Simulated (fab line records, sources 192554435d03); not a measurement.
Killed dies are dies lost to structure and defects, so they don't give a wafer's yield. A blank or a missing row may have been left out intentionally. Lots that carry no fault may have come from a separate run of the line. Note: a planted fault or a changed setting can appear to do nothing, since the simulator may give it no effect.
Matching of chambers | flow n5-finfet | N5_BEOL_M7_STRIP_19 on rie-diel-02: 4 sister chambers
The step strips in O2. 8 wafers are shown with their chamber, then 10 later ones without.

WAFERS, EACH WITH ITS CHAMBER
wafer  | chamber | drypump-motor-current-A (A) | showerhead-plenum-p-Torr (Torr)
L077.1 | 0       | 6.2                         | 2.13
L084.4 | 0       | 6.1                         | 2.12
L086.5 | 2       | 5.3                         | 2.01
L090.3 | 3       | 5.2                         | 2.10
L090.4 | 1       | 6.6                         | 2.22
L090.5 | 2       | 5.3                         | 2.01
L089.2 | 1       | 6.5                         | 2.22
L089.3 | 3       | 5.2                         | 2.10

WAFERS WITHOUT THEIR CHAMBER
wafer  | drypump-motor-current-A (A) | showerhead-plenum-p-Torr (Torr)
L089.6 | 5.2                         | 2.10
L088.1 | 5.3                         | 2.01
L088.3 | 5.2                         | 2.10
L088.6 | 5.3                         | 2.01
L093.1 | 6.1                         | 2.12
L093.4 | 5.3                         | 2.01
L093.6 | 5.2                         | 2.10
L094.1 | 6.5                         | 2.21
L094.2 | 5.3                         | 2.01
L094.5 | 6.1                         | 2.12

EACH ONE'S CHAMBER
wafer  | from the rows above | in truth
L089.6 | 3                   | 3
L088.1 | 2                   | 2
L088.3 | 3                   | 3
L088.6 | 2                   | 2
L093.1 | 0                   | 0
L093.4 | 2                   | 2
L093.6 | 3                   | 3
L094.1 | 1                   | 1
L094.2 | 2                   | 2
L094.5 | 0                   | 0
Correctly placed: 10 of 10. Can't be placed from these rows: 0. Wrongly placed: 0.
How it was worked out, from the rows above alone: a wafer's distance from a chamber is the root of the sum, over the readings, of the square of ((its reading less the chamber's mean) divided by the reading's scatter). The wafer belongs to the nearest chamber; if the next one is less than 2 further off, it can't be placed. Each chamber's mean is taken over the wafers shown for it. The scatter: take each reading less its chamber's mean, square it, sum over the shown wafers, divide by the number of wafers less the number of chambers, and take the root.
